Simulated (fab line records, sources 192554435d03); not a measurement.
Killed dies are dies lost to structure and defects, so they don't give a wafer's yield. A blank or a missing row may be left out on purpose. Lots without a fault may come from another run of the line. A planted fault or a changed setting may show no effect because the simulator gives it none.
Chamber matching | flow n5_finfet | N5_BEOL_M6_PECVD_70 on pecvd-03: 3 sister chambers
The step deposits SiO2 from TEOS/O2, target thk 20 nm, time 22.7 s. 6 wafers are shown with their chamber, then 12 later ones without.

WAFERS WITH THEIR CHAMBER
wafer  | chamber | throttle_valve_pct (%) | heater_power_w (W)
L089.2 | 1       | 23.1                   | 684
L089.3 | 0       | 20.8                   | 555
L089.5 | 2       | 21.2                   | 997
L091.1 | 1       | 22.8                   | 679
L091.2 | 0       | 20.7                   | 629
L091.3 | 2       | 21.2                   | 962

WAFERS WITHOUT THEIR CHAMBER
wafer  | throttle_valve_pct (%) | heater_power_w (W)
L092.1 | 20.5                   | 602
L092.2 | 23.1                   | 702
L092.3 | 21.1                   | 904
L094.1 | 23.0                   | 624
L094.2 | 20.8                   | 628
L094.3 | 21.0                   | 1003
L094.4 | 23.1                   | 609
L094.5 | 20.6                   | 629
L094.6 | 21.1                   | 984
L095.2 | 21.0                   | 628
L095.3 | 20.7                   | 624
L095.4 | 21.1                   | 1000

WHICH CHAMBER EACH WENT THROUGH
wafer  | from the rows above | in truth
L092.1 | 0                   | 0
L092.2 | 1                   | 1
L092.3 | 2                   | 2
L094.1 | 1                   | 1
L094.2 | 0                   | 0
L094.3 | 2                   | 2
L094.4 | 1                   | 1
L094.5 | 0                   | 0
L094.6 | 2                   | 2
L095.2 | 0                   | 0
L095.3 | 0                   | 0
L095.4 | 2                   | 2
Placed correctly: 12 of 12. Can't be placed from these rows: 0. Placed wrongly: 0.
How it was worked out, from the rows above alone: a wafer's distance from a chamber is the root of the sum, over the readings, of the square of ((its reading less the chamber's mean) divided by the reading's scatter). The wafer belongs to the nearest chamber; if the next one is less than 2 further off, it can't be placed. A chamber's mean is the mean of its shown wafers. The scatter: the root of (the sum of the squares of (reading less its chamber's mean) over the shown wafers, divided by (wafers less chambers)).
